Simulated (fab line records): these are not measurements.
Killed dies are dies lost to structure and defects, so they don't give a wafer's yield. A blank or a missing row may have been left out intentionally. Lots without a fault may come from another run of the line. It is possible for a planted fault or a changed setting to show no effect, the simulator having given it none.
fab line records ; flow n5Finfet
[record] lots = 12; wafers = 34; lastDay = 15
route steps=1938 shown BEOL_M5@1161 PASSIVATION@1936
lots that met no fault: from a run of the same line without faults
startH: hours from the record's opening day to when the first of the lot's shown wafers began ; waitH: hours elapsed since this lot's preceding step ; " repeats the value in the row above ; L1.1+2: a row that stands for several wafers ; - value missing, or start not given ; * or withheld: withheld ; < > ~ a bound
route shown NAME@n: a module of which the file shows steps, and the number in the route of the first ; usual: mean and standard deviation over wafers with no fault ; same: alike in all rows ; chamber/n: place in a boat ; sites: each site's reading ; _std_site: how widely they spread, as a standard deviation ; _edge_site: mean of outer sites minus mean of inner sites ; radiusMm: for every site, how far away it sits from the centre of the wafer ; mask NAME#n: copy n ; behind: tool/chamber where the wafer was last shaped ; hold: the reason the lot was held/the length of the hold in hours/how it ended ; device: names the non-switching transistor (n, p or np) ; end of line: at the end of the route, the tests of the same wafers ; where a step has no rows: the recipe by itself ; killed: the dies lost at the first sort to structure and to defects; this is not the yield of the wafer ; map: dies across one wafer; x = killed, . = not, _ = none there
set.NAME: setting as actually run; set.NAME@STEP: the setting as run at that earlier step ; model.NAME: the simulator's own value behind a step, which no gauge read
one table for each step of the route and one row for each wafer, over a sample of lots
services: a tool's chamber out of use, with start hour (startH, from the record's first day; less than 0 if before it), hours out, and reason
[[steps]]
[step N5_BEOL_M5_ETCH_41]
[recipe] chemistry = CH3F/O2; target = SiCN; targetDepthA = 315; taperDeg = 2; timeS = 56.7; ionEnergyEv = 120; maskMaterial = TiN; pressureMtorr = 30; sourceW = 395; biasW = 75; Ar_flow_sccm = 150; CH3F_flow_sccm = 30; O2_flow_sccm = 20
[usual] drypumpMotorCurrentA = 5.76/0.28; oesProductAu = 0.76/0.073; rfFwdPowerW = 391.3/1.5; rfVppV = 297.4/1.7; showerheadPlenumPTorr = 2.00/0.072; throttleValvePct = 16.38/0.19
lot.wafer;tool;chamber;startH;waitH;drypumpMotorCurrentA;oesProductAu;rfFwdPowerW;rfHoursCounterH;rfVppV;showerheadPlenumPTorr;throttleValvePct
L457.1;rieDiel-05;0;-;-;5.84;0.77;391.3;141;297.0;1.92;16.53
L457.2;rieDiel-05;1;-;-;5.71;0.74;389.1;157;296.4;1.98;15.97
L457.3;rieDiel-05;3;-;-;6.12;0.91;394.4;9;299.2;2.13;16.32
L459.2;rieDiel-06;1;-;-;5.89;0.73;390.8;173;299.3;2.08;16.41
L459.5;rieDiel-06;1;-;-;5.90;0.73;391.1;-;299.6;2.08;16.40
L459.6;rieDiel-06;0;-;-;5.82;0.73;389.7;-;297.2;2.00;16.54
L460.1;rieDiel-03;1;-;-;6.23;0.71;391.3;193;295.1;1.91;16.51
L460.2;rieDiel-03;2;-;-;5.54;0.93;393.3;8;299.3;2.14;16.15
L460.5;rieDiel-03;0;-;-;5.40;0.72;394.4;-;297.5;1.98;16.44
L461.2;rieDiel-05;2;-;-;5.55;0.87;390.5;59;297.8;2.03;16.15
L461.4;rieDiel-05;1;-;-;5.72;0.74;388.7;165;297.3;1.98;16.00
L461.6;rieDiel-05;1;-;-;5.72;0.74;390.0;-;297.9;1.98;16.00
L463.2;rieDiel-03;2;-;-;5.50;0.90;392.7;13;299.4;2.14;16.15
L463.3;rieDiel-03;0;-;-;5.37;0.71;393.0;205;297.8;1.97;16.44
L463.6;rieDiel-03;3;-;-;5.23;0.74;391.8;-;296.6;2.00;16.48
L466.3;rieDiel-03;3;-;-;5.24;0.74;393.5;192;296.5;2.00;16.47
L466.4;rieDiel-03;3;-;-;5.24;0.73;392.0;-;296.5;2.00;16.48
L466.5;rieDiel-03;1;-;-;6.24;0.71;391.2;-;294.9;1.90;16.53
L467.1;rieDiel-03;0;-;-;5.40;0.70;392.5;214;295.4;1.97;16.46
L467.2;rieDiel-03;1;-;-;6.23;0.70;393.6;207;296.1;1.90;16.54
L467.4;rieDiel-03;1;-;-;6.21;0.71;391.4;-;294.9;1.90;16.54
L469.2;rieDiel-05;0;-;-;5.84;0.76;392.9;164;294.7;1.91;16.59
L469.3;rieDiel-05;3;-;-;6.16;0.87;392.5;31;300.0;2.12;16.37
L468.1;rieDiel-06;1;-;-;5.88;0.71;389.6;192;297.3;2.07;16.46
L468.4;rieDiel-06;0;-;-;5.82;0.71;389.9;173;297.6;1.99;16.60
L468.5;rieDiel-06;2;-;-;5.52;0.68;387.6;-;295.7;1.96;16.28
L470.4;rieDiel-03;0;-;-;5.39;0.70;393.8;-;296.6;1.97;16.48
L470.5;rieDiel-03;3;-;-;5.23;0.73;391.4;-;296.7;2.00;16.49
L470.6;rieDiel-03;1;-;-;6.23;0.69;392.0;-;294.9;1.90;16.56
L471.2;rieDiel-06;3;-;-;5.77;0.86;392.3;60;297.1;2.03;16.49
L471.6;rieDiel-06;2;-;-;5.53;0.68;390.9;-;295.5;1.96;16.27
L473.4;rieDiel-05;0;-;-;5.86;0.75;392.5;-;295.7;1.91;16.60
L473.5;rieDiel-05;3;-;-;6.10;0.85;391.8;-;299.4;2.12;16.38
L473.6;rieDiel-05;1;-;-;5.75;0.72;390.2;-;297.8;1.97;16.03
[step N5_BEOL_M5_CVD_47]
[recipe] material = Co; targetThkA = 30; tempC = withheld; precursor = CCTBA/H2; pressureTorr = 30; timeS = 216
[usual] runLengthS = 239.2/0.61
lot.wafer;tool;chamber;startH;waitH;runLengthS
L457.1;cvdCo-01;0;171.16;0.0;240.0
L457.2;cvdCo-01;2;171.16;0.0;238.5
L457.3;cvdCo-01;1;171.16;0.0;239.5
L459.2;cvdCo-02;1;186.53;0.0;239.0
L459.5;cvdCo-02;1;186.53;0.0;239.0
L459.6;cvdCo-02;2;186.53;0.0;239.3
L460.1;cvdCo-02;1;187.00;0.3;238.9
L460.2;cvdCo-02;2;187.00;0.3;239.2
L460.5;cvdCo-02;0;187.00;0.3;238.4
L461.2;cvdCo-02;2;193.58;0.4;239.7
L461.4;cvdCo-02;1;193.58;0.4;239.9
L461.6;cvdCo-02;0;193.58;0.4;238.1
L463.2;cvdCo-02;1;202.14;0.3;239.9
L463.3;cvdCo-02;0;202.14;0.3;238.7
L463.6;cvdCo-02;0;202.14;0.3;238.1
L466.3;cvdCo-01;1;224.87;0.2;239.4
L466.4;cvdCo-01;1;224.87;0.2;239.7
L466.5;cvdCo-01;0;224.87;0.2;239.8
L467.1;cvdCo-02;0;230.54;0.1;238.1
L467.2;cvdCo-02;1;230.54;0.1;239.0
L467.4;cvdCo-02;0;230.54;0.1;238.6
L469.2;cvdCo-02;0;234.02;0.0;238.3
L469.3;cvdCo-02;2;234.02;0.0;239.3
L468.1;cvdCo-01;1;251.56;0.0;239.3
L468.4;cvdCo-01;0;251.56;0.0;239.7
L468.5;cvdCo-01;2;251.56;0.0;238.7
L470.4;cvdCo-02;0;252.21;0.1;238.3
L470.5;cvdCo-02;2;252.21;0.1;239.8
L470.6;cvdCo-02;1;252.21;0.1;239.3
L471.2;cvdCo-02;2;254.63;0.1;233.9
L471.6;cvdCo-02;2;254.63;0.1;234.2
L473.4;cvdCo-02;2;272.47;0.1;239.8
L473.5;cvdCo-02;0;272.47;0.1;238.0
L473.6;cvdCo-02;1;272.47;0.1;234.2
[step N5_BEOL_M5_ANNEAL_82]
[recipe] tempC = 400; timeS = 1800; ambient = vacuum
[usual] heaterPowerW = 815/78; susceptor_temp_C_max = 401.0/0.38
lot.wafer;tool;chamber;startH;waitH;heaterPowerW;susceptor_temp_C_max
L457.1;pvdSputter-03;-;172.63;0.0;753;400.6
L457.2;pvdSputter-03;-;172.63;0.0;851;400.7
L457.3;pvdSputter-03;-;172.63;0.0;829;401.0
L459.2;pvdSputter-03;-;187.92;0.0;745;400.2
L459.5;pvdSputter-03;-;187.92;0.0;756;400.4
L459.6;pvdSputter-03;-;187.92;0.0;875;400.8
L460.1;pvdSputter-02;-;188.61;0.0;763;401.3
L460.2;pvdSputter-02;-;188.61;0.0;834;400.6
L460.5;pvdSputter-02;-;188.61;0.0;811;401.2
L461.2;pvdSputter-01;-;195.16;0.0;760;400.8
L461.4;pvdSputter-01;-;195.16;0.0;921;400.9
L461.6;pvdSputter-01;-;195.16;0.0;903;400.9
L463.2;pvdSputter-02;-;203.96;0.0;878;401.3
L463.3;pvdSputter-02;-;203.96;0.0;803;400.9
L463.6;pvdSputter-02;-;203.96;0.0;820;401.4
L466.3;pvdSputter-02;-;226.28;0.0;769;401.3
L466.4;pvdSputter-02;-;226.28;0.0;899;400.8
L466.5;pvdSputter-02;-;226.28;0.0;845;401.8
L467.1;pvdSputter-02;-;231.96;0.0;823;400.5
L467.2;pvdSputter-02;-;231.96;0.0;895;401.4
L467.4;pvdSputter-02;-;231.96;0.0;766;400.8
L469.2;pvdSputter-01;-;235.34;0.0;746;401.0
L469.3;pvdSputter-01;-;235.34;0.0;892;400.7
L468.1;pvdSputter-01;-;252.89;0.0;902;400.9
L468.4;pvdSputter-01;-;252.89;0.0;748;401.6
L468.5;pvdSputter-01;-;252.89;0.0;944;401.1
L470.4;pvdSputter-02;-;253.59;0.0;893;401.2
L470.5;pvdSputter-02;-;253.59;0.0;834;401.5
L470.6;pvdSputter-02;-;253.59;0.0;762;401.7
L471.2;pvdSputter-03;-;256.24;0.0;805;400.9
L471.6;pvdSputter-03;-;256.24;0.0;733;400.2
L473.4;pvdSputter-01;-;274.17;0.0;758;401.0
L473.5;pvdSputter-01;-;274.17;0.0;903;401.0
L473.6;pvdSputter-01;-;274.17;0.0;796;401.1
[step N5_BEOL_M5_SPUTTER_90]
[recipe] material = Cu; targetThkA = 45; tempC = -20; chamberPressurePa = 0.07; powerW = withheld; timeS = 8.29
[usual] substrateTempC = -19.99/0.11; throttleValvePct = 29.8/0.99
lot.wafer;tool;chamber;startH;waitH;substrateTempC;throttleValvePct
L457.1;pvdSputter-03;-;175.81;0.5;-19.96;30.8
L457.2;pvdSputter-03;-;175.81;0.5;-19.92;29.0
L457.3;pvdSputter-03;-;175.81;0.5;-19.95;29.9
L459.2;pvdSputter-03;-;191.10;0.5;-19.65;30.4
L459.5;pvdSputter-03;-;191.10;0.5;-19.78;30.8
L459.6;pvdSputter-03;-;191.10;0.5;-19.97;29.1
L460.1;pvdSputter-02;-;191.79;0.5;-19.92;28.9
L460.2;pvdSputter-02;-;191.79;0.5;-19.95;28.9
L460.5;pvdSputter-02;-;191.79;0.5;-20.11;28.8
L461.2;pvdSputter-01;-;198.34;0.5;-20.09;30.6
L461.4;pvdSputter-01;-;198.34;0.5;-20.09;31.1
L461.6;pvdSputter-01;-;198.34;0.5;-20.03;30.8
L463.2;pvdSputter-02;-;207.14;0.5;-20.16;30.2
L463.3;pvdSputter-02;-;207.14;0.5;-19.83;28.9
L463.6;pvdSputter-02;-;207.14;0.5;-20.01;30.9
L466.3;pvdSputter-02;-;229.46;0.5;-20.19;28.6
L466.4;pvdSputter-02;-;229.46;0.5;-20.07;30.2
L466.5;pvdSputter-02;-;229.46;0.5;-19.98;31.5
L467.1;pvdSputter-02;-;235.14;0.5;-19.73;28.7
L467.2;pvdSputter-02;-;235.14;0.5;-19.94;30.2
L467.4;pvdSputter-02;-;235.14;0.5;-20.01;28.6
L469.2;pvdSputter-01;-;238.52;0.5;-20.05;30.6
L469.3;pvdSputter-01;-;238.52;0.5;-20.05;31.0
L468.1;pvdSputter-01;-;256.07;0.5;-20.12;30.9
L468.4;pvdSputter-01;-;256.07;0.5;-20.06;30.7
L468.5;pvdSputter-01;-;256.07;0.5;-20.01;29.6
L470.4;pvdSputter-02;-;256.77;0.5;-19.83;30.1
L470.5;pvdSputter-02;-;256.77;0.5;-20.07;31.3
L470.6;pvdSputter-02;-;256.77;0.5;-20.03;28.5
L471.2;pvdSputter-03;-;259.42;0.5;-19.95;29.9
L471.6;pvdSputter-03;-;259.42;0.5;-20.10;30.8
L473.4;pvdSputter-01;-;277.35;0.5;-19.91;30.6
L473.5;pvdSputter-01;-;277.35;0.5;-19.99;30.9
L473.6;pvdSputter-01;-;277.35;0.5;-20.08;28.1
[step N5_PASSIVATION_PROBE_49]
[usual] defectLimitedYield = 91.1/1.4; killed_at_M0_to_M3 = 33/9.1; killed_at_M4_up = 14/5.6; killedAtContacts = 13/5.7; killedAtFrontEnd = 42/12; killedAtOther = 4/3; killedDies = 105/16; killedOpen = 69/11; killedShort = 34/7.5; sort_bin_4_leakage = 0.00/0.0072; sort_bin_5_function = 5.2/0.91; sort_bin_6_memory = 3.3/0.64; sort_bin_8_speed = 0.0/0.37; sortNPass = 1075/16; sortYieldPct = 91.1/1.4
[same] grossDies = 1180; killedAtBackSide = 0
lot.wafer;tool;chamber;startH;waitH;defectLimitedYield[%];killed_at_M0_to_M3;killed_at_M4_up;killedAtContacts;killedAtFrontEnd;killedAtOther;killedDies;killedOpen;killedShort;sort_bin_4_leakage[%];sort_bin_5_function[%];sort_bin_6_memory[%];sort_bin_8_speed[%];sortNPass;sortYieldPct[%]
L469.2;prober-02;-;326.55;0.1;91.4;32;20;10;37;3;102;72;28;0;5.5;2.8;0;1078;91.4
L469.3;prober-02;-;326.60;0.1;92.5;14;21;16;31;6;88;63;24;0;4.2;3.1;0;1092;92.5
// killed by level:class
L469.2 FIN_SAQP:geometricParticle:open=15 BEOL_M4:geometricParticle:open=8 BEOL_M0_SAQP:geometricParticle:short=7 BEOL_M1:geometricParticle:open=7 BEOL_M3:geometricParticle:open=7 DUMMY_GATE:geometricParticle:open=6 MOL_CONTACT_COAG:geometricParticle:open=6 BEOL_M0_SAQP:geometricParticle:open=6
L469.3 MOL_CONTACT_COAG:geometricParticle:open=13 FIN_SAQP:geometricParticle:open=8 BEOL_M4:geometricParticle:open=8 DUMMY_GATE:geometricParticle:open=7 BEOL_M0_SAQP:geometricParticle:open=5 STI_FIN_REVEAL:geometricParticle:open=4 BEOL_M2:geometricParticle:open=4 FIN_SAQP:geometricParticle:short=3
[[services]]
tool;chamber;startH;hours;kind
rieDiel-05;2;147.57;7.4;repair
cvdCo-02;-;154.10;6.9;pm
pvdSputter-01;-;161.78;0.8;repair
cvdCo-01;-;171.84;39.5;repair
rieDiel-03;2;214.25;38.8;repair
rieDiel-06;0;270.40;9.1;repair
rieDiel-05;2;270.47;12.0;repair
[[key]]
[firstSign] step = N5_BEOL_M5_CVD_47; reading = runLengthS; direction = down; sigmas = 8.3; usual = *; struck = *
effect none on later readings
metAt N5_BEOL_M5_CVD_47
struckLots L471,L473
struckWafers L471.2,L471.6,L473.6
notActingAt N5_BEOL_M5_ETCH_41,N5_BEOL_M5_ANNEAL_82,N5_BEOL_M5_SPUTTER_90
onsetBetween 252.21 254.63
[fault] kind = processParameterDrift; tool = cvdCo-02; chamber = -; onsetH = 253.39; steps = N5_BEOL_M5_CVD_47; channel = timeS; offset = *; shape = step; endH = 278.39; scope = struckWafersOnly; actsIn = *; stated = *
